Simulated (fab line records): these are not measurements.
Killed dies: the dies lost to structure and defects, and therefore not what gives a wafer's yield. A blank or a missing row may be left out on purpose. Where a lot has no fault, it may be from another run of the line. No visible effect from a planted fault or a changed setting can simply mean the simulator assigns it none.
fab line records ; flow n5Finfet
[record] lots = 11; wafers = 30; lastDay = 19
route steps=1938 shown BEOL_M4@1111 BEOL_M9@1454 BEOL_M10@1470 PASSIVATION@1936
lots that met no fault: taken from a fault-free run of the same line
startH: hours from the record's first day to the start of the lot's first wafer shown ; waitH: how many hours have passed since the lot's step before this one ; " same as the row above ; L1.1+2: a single row standing in for several wafers ; - no value, or no start was given ; * or withheld: withheld ; < > ~ a bound
route shown NAME@n: names a module that has steps shown in the file, with the first one's number in the route ; usual: mean/standard deviation of fault-free wafers ; same: alike in all rows ; chamber/n: place in a boat ; sites: each site's reading ; _std_site: how widely they spread, as a standard deviation ; _edge_site: outer sites' mean less inner sites' ; radiusMm: for every site, how far away it sits from the centre of the wafer ; mask NAME#n: copy n ; behind: the tool/chamber that last shaped the wafer ; hold: why the lot went on hold/how many hours it stayed there/how the hold came to an end ; device: whichever transistor did not switch (one of n, p or np) ; end of line: the tests these same wafers got at the end of their route ; a step with no rows: only its recipe ; killed: not the wafer's yield, but the dies lost to structure and defects at the first sort ; map: shows each die of a wafer: x if killed, . if not, _ if none is there
set.NAME: the run value of the setting; set.NAME@STEP: its run value at that earlier step ; model.NAME: the simulator's own value behind a step, which no gauge read
the route's steps for a sample of lots (tables are steps, rows are wafers)
services: from which hour (startH, from the record's first day; less than 0 if before it) a tool's chamber was out of use, for how many hours, and why
[[steps]]
[step N5_BEOL_M4_RC_MEAS_101]
[usual] DIBL_N = 35.8/2.2; DIBL_P = 35.3/2.7; IOFF_N = 0.16/0.043; IOFF_P = 0.21/0.043; ION_N = 676/15; ION_P = 463/9.1; SS_N = 71.4/0.77; SS_P = 73.0/0.79; VT_N = 250/4; VT_P = -249.8/2.8
lot.wafer;tool;chamber;startH;waitH;DIBL_N[mV/V];DIBL_P[mV/V];IOFF_N[nA/um];IOFF_P[nA/um];ION_N[uA/um];ION_P[uA/um];SS_N[mV/dec];SS_P[mV/dec];VT_N[mV];VT_P[mV]
L590.3;prober-01;0;185.57;0.3;33.6;32.6;0.11;0.16;674;460;70.4;72.6;254;-251.9
L590.4;prober-01;0;185.57;0.3;35.9;34.8;0.14;0.20;674;461;71.5;72.8;252;-248.7
L590.6;prober-01;0;185.57;0.3;35.9;34.9;0.14;0.20;691;472;71.7;73.2;251;-249.1
L593.1;prober-02;0;197.47;0.0;35.9;35.7;0.13;0.19;645;447;71.4;73.9;255;-252.4
L593.4;prober-02;0;197.47;0.0;38.0;37.9;0.19;0.22;697;470;71.5;74.1;246;-249.1
L592.3;prober-01;0;197.59;0.3;36.5;36.3;0.16;0.23;654;450;71.3;73.1;250;-249.0
L592.4;prober-01;0;197.59;0.3;37.2;36.8;0.18;0.22;691;467;72.1;72.9;247;-250.4
L592.5;prober-01;0;197.59;0.3;39.8;37.5;0.22;0.24;664;453;73.1;73.7;248;-246.8
L595.1;prober-01;0;212.31;0.0;35.9;37.5;0.16;0.20;672;460;71.6;73.0;249;-250.0
L595.6;prober-01;0;212.31;0.0;36.5;38.6;0.16;0.23;661;454;71.9;73.5;250;-248.3
L594.1;prober-02;0;216.24;0.0;37.4;36.2;0.17;0.24;681;474;71.5;73.3;251;-248.1
L594.6;prober-02;0;216.24;0.0;38.7;38.2;0.19;0.28;695;475;72.6;73.8;247;-247.4
L598.2;prober-02;0;228.23;0.2;35.8;33.7;0.16;0.19;682;468;70.4;72.5;247;-248.5
L598.3;prober-02;0;228.23;0.2;37.3;35.3;0.17;0.20;685;466;71.9;74.0;248;-251.6
L598.4;prober-02;0;228.23;0.2;34.9;34.2;0.14;0.19;674;469;71.3;73.3;250;-251.7
L599.4;prober-02;0;246.25;0.5;31.4;29.7;0.10;0.14;662;460;70.6;71.3;255;-255.3
L599.5;prober-02;0;246.25;0.5;34.2;33.4;0.13;0.19;685;473;70.9;72.5;249;-249.2
L599.6;prober-02;0;246.25;0.5;33.4;31.2;0.13;0.15;679;461;70.2;72.0;252;-253.8
L607.1;prober-02;0;293.45;0.0;34.2;33.5;0.12;0.18;666;460;70.2;72.3;255;-250.9
L607.3;prober-02;0;293.45;0.0;33.0;34.1;0.13;0.19;670;469;70.6;72.6;249;-249.6
L607.4;prober-02;0;293.45;0.0;39.0;40.5;0.24;0.30;702;486;71.8;74.1;244;-244.9
L609.1;prober-01;0;309.86;0.0;34.8;32.2;0.11;0.18;671;458;71.5;72.6;254;-251.6
L609.3;prober-01;0;309.86;0.0;34.6;30.8;0.10;0.16;649;457;71.3;72.3;258;-251.8
L609.5;prober-01;0;309.86;0.0;37.2;34.4;0.14;0.21;669;468;71.7;73.1;252;-248.4
L611.3;prober-01;0;314.68;0.3;35.3;33.6;0.14;0.21;667;466;71.1;72.9;249;-250.5
L611.5;prober-01;0;314.68;0.3;35.0;31.5;0.12;0.16;660;459;71.0;72.0;254;-252.2
L611.6;prober-01;0;314.68;0.3;35.3;33.0;0.14;0.18;682;466;71.3;72.1;251;-250.8
L612.2;prober-02;0;316.96;0.2;32.9;32.4;0.11;0.15;637;436;70.9;71.5;255;-254.5
L612.3;prober-02;0;316.96;0.2;33.3;34.0;0.13;0.18;674;458;71.1;72.9;248;-248.6
L612.5;prober-02;0;316.96;0.2;36.5;36.4;0.17;0.21;658;450;72.3;73.1;249;-250.6
[step N5_BEOL_M9_CD_MEAS_35]
[recipe] targetCdNm = 70; targetCdYNm = 40; polarity = opening
[usual] cdNm = 69.9/0.83
lot.wafer;tool;chamber;startH;waitH;cdNm
L590.3;cdSem-01;-;227.20;0.0;70.2
L590.4;cdSem-01;-;227.20;0.0;70.5
L590.6;cdSem-01;-;227.20;0.0;70.5
L592.3;cdSem-02;-;239.66;0.0;71.3
L592.4;cdSem-02;-;239.66;0.0;71.0
L592.5;cdSem-02;-;239.66;0.0;69.1
L593.1;cdSem-01;-;240.18;0.0;69.9
L593.4;cdSem-01;-;240.18;0.0;70.4
L595.1;cdSem-03;-;261.32;0.0;69.4
L595.6;cdSem-03;-;261.32;0.0;70.0
L594.1;cdSem-03;-;261.76;0.0;70.3
L594.6;cdSem-03;-;261.76;0.0;69.4
L598.2;cdSem-03;-;276.43;0.0;69.7
L598.3;cdSem-03;-;276.43;0.0;69.7
L598.4;cdSem-03;-;276.43;0.0;68.9
L599.4;cdSem-03;-;286.63;0.0;68.8
L599.5;cdSem-03;-;286.63;0.0;69.8
L599.6;cdSem-03;-;286.63;0.0;70.2
L607.1;cdSem-01;-;341.73;0.0;70.8
L607.3;cdSem-01;-;341.73;0.0;70.2
L607.4;cdSem-01;-;341.73;0.0;71.4
L609.1;cdSem-02;-;361.38;0.0;69.2
L609.3;cdSem-02;-;361.38;0.0;70.1
L609.5;cdSem-02;-;361.38;0.0;70.0
L612.2;cdSem-03;-;368.61;0.0;70.3
L612.3;cdSem-03;-;368.61;0.0;71.7
L612.5;cdSem-03;-;368.61;0.0;68.6
L611.3;cdSem-02;-;374.34;0.0;71.4
L611.5;cdSem-02;-;374.34;0.0;70.5
L611.6;cdSem-02;-;374.34;0.0;70.7
[step N5_BEOL_M9_PRE_CLEAN_45]
[recipe] gas = H2/He; timeS = 30; tempC = 250
[usual] heaterPowerW = 328/35
lot.wafer;tool;chamber;startH;waitH;heaterPowerW
L590.3;pvdSputter-02;-;227.74;0.0;313
L590.4;pvdSputter-02;-;227.74;0.0;352
L590.6;pvdSputter-02;-;227.74;0.0;397
L592.3;pvdSputter-02;-;240.07;0.0;360
L592.4;pvdSputter-02;-;240.07;0.0;386
L592.5;pvdSputter-02;-;240.07;0.0;337
L593.1;pvdSputter-01;-;241.83;0.0;306
L593.4;pvdSputter-01;-;241.83;0.0;355
L595.1;pvdSputter-03;-;261.90;0.0;267
L595.6;pvdSputter-03;-;261.90;0.0;259
L594.1;pvdSputter-02;-;262.20;0.0;389
L594.6;pvdSputter-02;-;262.20;0.0;337
L598.2;pvdSputter-03;-;276.89;0.0;342
L598.3;pvdSputter-03;-;276.89;0.0;299
L598.4;pvdSputter-03;-;276.89;0.0;267
L599.4;pvdSputter-03;-;287.09;0.0;264
L599.5;pvdSputter-03;-;287.09;0.0;345
L599.6;pvdSputter-03;-;287.09;0.0;324
L607.1;pvdSputter-02;-;342.75;0.0;358
L607.3;pvdSputter-02;-;342.75;0.0;342
L607.4;pvdSputter-02;-;342.75;0.0;391
L609.1;pvdSputter-03;-;361.89;0.0;335
L609.3;pvdSputter-03;-;361.89;0.0;266
L609.5;pvdSputter-03;-;361.89;0.0;289
L612.2;pvdSputter-02;-;369.12;0.0;328
L612.3;pvdSputter-02;-;369.12;0.0;393
L612.5;pvdSputter-02;-;369.12;0.0;309
L611.3;pvdSputter-03;-;374.99;0.0;333
L611.5;pvdSputter-03;-;374.99;0.0;263
L611.6;pvdSputter-03;-;374.99;0.0;293
[step N5_BEOL_M9_INSPECT_58]
[recipe] inspectInstrument = darkfield; mode = postDep
[usual] rawDefectCount = 71/22
lot.wafer;tool;chamber;startH;waitH;rawDefectCount
L590.3;defectInspect-01;-;229.33;0.0;82
L590.4;defectInspect-01;-;229.33;0.0;62
L590.6;defectInspect-01;-;229.33;0.0;28
L592.3;defectInspect-02;-;242.31;0.0;76
L592.4;defectInspect-02;-;242.31;0.0;69
L592.5;defectInspect-02;-;242.31;0.0;65
L593.1;defectInspect-01;-;243.95;0.0;54
L593.4;defectInspect-01;-;243.95;0.0;93
L595.1;defectInspect-01;-;263.86;0.0;33
L595.6;defectInspect-01;-;263.86;0.0;76
L594.1;defectInspect-01;-;264.59;0.0;105
L594.6;defectInspect-01;-;264.59;0.0;87
L598.2;defectInspect-01;-;280.05;0.0;55
L598.3;defectInspect-01;-;280.05;0.0;86
L598.4;defectInspect-01;-;280.05;0.0;57
L599.4;defectInspect-01;-;290.58;0.0;68
L599.5;defectInspect-01;-;290.58;0.0;56
L599.6;defectInspect-01;-;290.58;0.0;52
L607.1;defectInspect-01;-;346.90;0.0;31
L607.3;defectInspect-01;-;346.90;0.0;45
L607.4;defectInspect-01;-;346.90;0.0;48
L609.1;defectInspect-02;-;365.17;0.0;85
L609.3;defectInspect-02;-;365.17;0.0;95
L609.5;defectInspect-02;-;365.17;0.0;69
L612.2;defectInspect-01;-;375.70;0.0;65
L612.3;defectInspect-01;-;375.70;0.0;76
L612.5;defectInspect-01;-;375.70;0.0;161
L611.3;defectInspect-01;-;379.45;0.0;57
L611.5;defectInspect-01;-;379.45;0.0;84
L611.6;defectInspect-01;-;379.45;0.0;70
[step N5_BEOL_M10_ILD_DEP_00]
[recipe] material = SiCOH_lowk; targetThkA = 3085.1; tempC = 300; precursor = DEMS/porogen; pressureTorr = 5; rfW = 500; timeS = 58
[usual] heaterPowerW = 274/38; runLengthS = 101.0/0.63; showerheadPlenumPTorr = 5.734/0.015; throttleValvePct = 14.0/1
lot.wafer;tool;chamber;startH;waitH;heaterPowerW;runLengthS;showerheadPlenumPTorr;throttleValvePct
L590.3;pecvd-03;2;229.37;0.0;260;101.8;5.752;12.9
L590.4;pecvd-03;0;229.37;0.0;322;100.7;5.737;14.7
L590.6;pecvd-03;1;229.37;0.0;233;100.5;5.738;15.0
L592.3;pecvd-04;0;242.34;0.0;236;101.7;5.705;14.2
L592.4;pecvd-04;2;242.34;0.0;308;101.2;5.712;12.1
L592.5;pecvd-04;0;242.34;0.0;253;102.2;5.702;14.3
L593.1;pecvd-04;1;243.99;0.0;253;100.9;5.746;14.6
L593.4;pecvd-04;2;243.99;0.0;294;101.3;5.710;12.1
L595.1;pecvd-01;0;263.89;0.0;361;99.7;5.731;13.3
L595.6;pecvd-01;2;263.89;0.0;237;100.6;5.700;13.8
L594.1;pecvd-01;2;264.63;0.0;243;101.0;5.720;13.5
L594.6;pecvd-01;1;264.63;0.0;270;100.7;5.762;15.5
L598.2;pecvd-01;2;280.09;0.0;237;101.2;5.730;13.7
L598.3;pecvd-01;0;280.09;0.0;352;100.1;5.744;13.5
L598.4;pecvd-01;2;280.09;0.0;236;101.1;5.722;13.6
L599.4;pecvd-01;2;290.64;0.1;219;100.8;5.736;13.7
L599.5;pecvd-01;1;290.64;0.1;281;101.0;5.750;15.6
L599.6;pecvd-01;0;290.64;0.1;353;146.7;5.747;13.3
L607.1;pecvd-03;2;346.94;0.0;269;102.1;5.753;13.0
L607.3;pecvd-03;1;346.94;0.0;274;100.5;5.730;14.7
L607.4;pecvd-03;2;346.94;0.0;276;101.9;5.758;13.1
L609.1;pecvd-03;1;365.20;0.0;285;100.4;5.736;14.7
L609.3;pecvd-03;0;365.20;0.0;335;101.9;5.742;14.8
L609.5;pecvd-03;0;365.20;0.0;342;100.8;5.739;14.9
L612.2;pecvd-01;0;375.73;0.0;356;99.8;5.729;13.3
L612.3;pecvd-01;1;375.73;0.0;267;101.1;5.733;15.3
L612.5;pecvd-01;1;375.73;0.0;274;100.8;5.743;15.7
L611.3;pecvd-04;0;379.52;0.1;296;101.5;5.725;14.5
L611.5;pecvd-04;2;379.52;0.1;283;101.3;5.706;12.2
L611.6;pecvd-04;0;379.52;0.1;305;101.2;5.736;14.3
[step N5_BEOL_M10_THK_MEAS_01]
[recipe] reads = SiCOH_lowk_of_BEOL_M10_ILD_DEP_00
[usual] M10_ILD_THK = 268/4
lot.wafer;tool;chamber;startH;waitH;M10_ILD_THK[nm]
L590.3;filmMetro-01;-;229.96;0.3;269
L590.4;filmMetro-01;-;229.96;0.3;274
L590.6;filmMetro-01;-;229.96;0.3;272
L592.3;filmMetro-01;-;242.94;0.3;260
L592.4;filmMetro-01;-;242.94;0.3;264
L592.5;filmMetro-01;-;242.94;0.3;270
L593.1;filmMetro-02;-;244.58;0.4;269
L593.4;filmMetro-02;-;244.58;0.4;266
L595.1;filmMetro-01;-;264.48;0.4;265
L595.6;filmMetro-01;-;264.48;0.4;264
L594.1;filmMetro-02;-;265.22;0.4;260
L594.6;filmMetro-02;-;265.22;0.4;265
L598.2;filmMetro-02;-;280.68;0.4;262
L598.3;filmMetro-02;-;280.68;0.4;265
L598.4;filmMetro-02;-;280.68;0.4;262
L599.4;filmMetro-02;-;291.21;0.2;263
L599.5;filmMetro-02;-;291.21;0.2;269
L599.6;filmMetro-02;-;291.21;0.2;486
L607.1;filmMetro-01;-;348.01;0.8;268
L607.3;filmMetro-01;-;348.01;0.8;272
L607.4;filmMetro-01;-;348.01;0.8;272
L609.1;filmMetro-01;-;365.79;0.4;265
L609.3;filmMetro-01;-;365.79;0.4;264
L609.5;filmMetro-01;-;365.79;0.4;271
L612.2;filmMetro-02;-;376.32;0.4;263
L612.3;filmMetro-02;-;376.32;0.4;267
L612.5;filmMetro-02;-;376.32;0.4;271
L611.3;filmMetro-01;-;380.59;0.5;271
L611.5;filmMetro-01;-;380.59;0.5;268
L611.6;filmMetro-01;-;380.59;0.5;267
[step N5_PASSIVATION_PROBE_49]
[usual] defectLimitedYield = 91.1/1.4; killed_at_M0_to_M3 = 34/11; killed_at_M4_up = 14/5.6; killedAtContacts = 13/5.9; killedAtFrontEnd = 40/11; killedAtOther = 4/3.1; killedDies = 105/16; killedOnRim = 14/4.2; killedOpen = 68/11; killedShort = 34/8.4; sort_bin_5_function = 5.2/0.86; sort_bin_6_memory = 3.2/0.7; sort_bin_8_speed = 0.1/1.1; sortNPass = 1074/21; sortYieldPct = 91.0/1.8
[same] grossDies = 1180; killedAtBackSide = 0; sort_bin_4_leakage[%] = 0
lot.wafer;tool;chamber;startH;waitH;defectLimitedYield[%];killed_at_M0_to_M3;killed_at_M4_up;killedAtContacts;killedAtFrontEnd;killedAtOther;killedDies;killedOnRim;killedOpen;killedShort;sort_bin_5_function[%];sort_bin_6_memory[%];sort_bin_8_speed[%];sortNPass;sortYieldPct[%]
L599.4;prober-01;-;353.80;0.2;91.4;24;13;24;38;2;101;11;70;29;5.2;3.1;0;1079;91.4
L599.5;prober-01;-;353.85;0.2;90.7;26;8;33;41;2;110;13;72;38;5.4;3.6;0;1070;90.7
L599.6;prober-01;-;353.90;0.3;0;33;1081;14;48;4;1180;152;66;37;96.4;3.5;0;0;0
L607.1;prober-02;-;464.38;0.0;90.6;43;16;13;31;8;111;18;76;34;5.7;3.6;0;1069;90.6
L607.3;prober-02;-;464.48;0.1;91.3;22;17;13;46;5;103;18;72;31;5.7;2.8;0;1077;91.3
L607.4;prober-02;-;464.53;0.2;91.3;41;17;3;38;4;103;20;69;34;5.0;3.6;0;1077;91.3
// killed by level:class
L599.4 MOL_CONTACT_COAG:geometricParticle:open=21 FIN_SAQP:geometricParticle:open=11 BEOL_M0_SAQP:geometricParticle:short=10 BEOL_M0_SAQP:geometricParticle:open=6 BEOL_M3:geometricParticle:open=6 BEOL_M4:geometricParticle:open=6 STI_FIN_REVEAL:geometricParticle:open=5 STARTING-WAFER:geometricParticle:open=5
L599.5 MOL_CONTACT_COAG:geometricParticle:open=25 STI_FIN_REVEAL:geometricParticle:open=13 BEOL_M0_SAQP:geometricParticle:short=9 MOL_CONTACT_COAG:geometricParticle:short=8 BEOL_M0_SAQP:geometricParticle:open=7 DUMMY_GATE:geometricParticle:open=6 FIN_SAQP:geometricParticle:open=5 FIN_SAQP:geometricParticle:short=5
L599.6 BEOL_M10:areaEtch=1075 FIN_SAQP:geometricParticle:open=12 STI_FIN_REVEAL:geometricParticle:open=11 MOL_CONTACT_COAG:geometricParticle:open=11 BEOL_M0_SAQP:geometricParticle:short=9 BEOL_M0_SAQP:geometricParticle:open=7 FIN_SAQP:geometricParticle:short=6 STI_FIN_REVEAL:geometricParticle:short=6
L607.1 BEOL_M2:geometricParticle:open=18 GATE_CUT:geometricParticle:short=9 MOL_CONTACT_COAG:geometricParticle:open=9 BEOL_M2:geometricParticle:short=8 BEOL_M1:geometricParticle:open=7 STI_FIN_REVEAL:geometricParticle:open=5 BEOL_M4:geometricParticle:open=5 MIM_TOP:geometricParticle:open=5
L607.3 MOL_CONTACT_COAG:geometricParticle:open=12 BEOL_M4:geometricParticle:open=12 STI_FIN_REVEAL:geometricParticle:open=10 FIN_SAQP:geometricParticle:open=8 BEOL_M3:geometricParticle:open=8 FIN_SAQP:geometricParticle:short=7 BEOL_M0_SAQP:geometricParticle:open=5 GATE_CUT:geometricParticle:short=4
L607.4 BEOL_M2:geometricParticle:open=12 BEOL_M0_SAQP:geometricParticle:open=8 STI_FIN_REVEAL:geometricParticle:open=7 BEOL_M0_SAQP:geometricParticle:short=7 FIN_SAQP:geometricParticle:open=6 DUMMY_GATE:geometricParticle:open=6 BEOL_M5:geometricParticle:open=6 FIN_SAQP:geometricParticle:short=5
[[services]]
tool;chamber;startH;hours;kind
pecvd-01;2;214.88;2.1;scheduledDown
pecvd-01;-;219.58;1.3;repair
pecvd-04;0;223.22;5.5;scheduledDown
pecvd-01;2;291.60;2.1;repair
pecvd-04;1;291.98;16.5;scheduledDown
pecvd-04;-;292.23;3.4;repair
pecvd-03;1;323.05;5.5;scheduledDown
pecvd-04;-;347.87;1.0;repair
pecvd-01;-;373.96;0.5;repair
pecvd-04;1;377.09;5.5;scheduledDown
[[key]]
[firstSign] step = N5_BEOL_M10_ILD_DEP_00; reading = runLengthS; direction = up; sigmas = 72; usual = *; struck = *
[effect] step = N5_BEOL_M10_THK_MEAS_01; reading = M10_ILD_THK; direction = up; sigmas = 54; usual = 268; struck = 486
[effect] step = N5_PASSIVATION_PROBE_49; reading = killed_at_M4_up; direction = up; sigmas = 99+; usual = 14; struck = 1081
[moreKillsBornAt] N5_BEOL_M10_ETCH_41@rieDiel-02 = 1075
metAt N5_BEOL_M10_ILD_DEP_00
struckLots L599
struckWafers L599.6
laterRowsLeftOut L599.6
notActingAt N5_BEOL_M9_CD_MEAS_35,N5_BEOL_M9_PRE_CLEAN_45,N5_BEOL_M9_INSPECT_58
onsetBetween 280.09 290.64
[fault] kind = processParameterDrift; tool = pecvd-01; chamber = -; onsetH = 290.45; steps = N5_BEOL_M10_ILD_DEP_00; channel = timeS; offset = *; shape = step; endH = 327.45; scope = struckWafersOnly; actsIn = *; stated = *
// laterRowsLeftOut: the simulator's readings of these wafers behind a module that went badly wrong aren't trusted and aren't shown, but for the sort
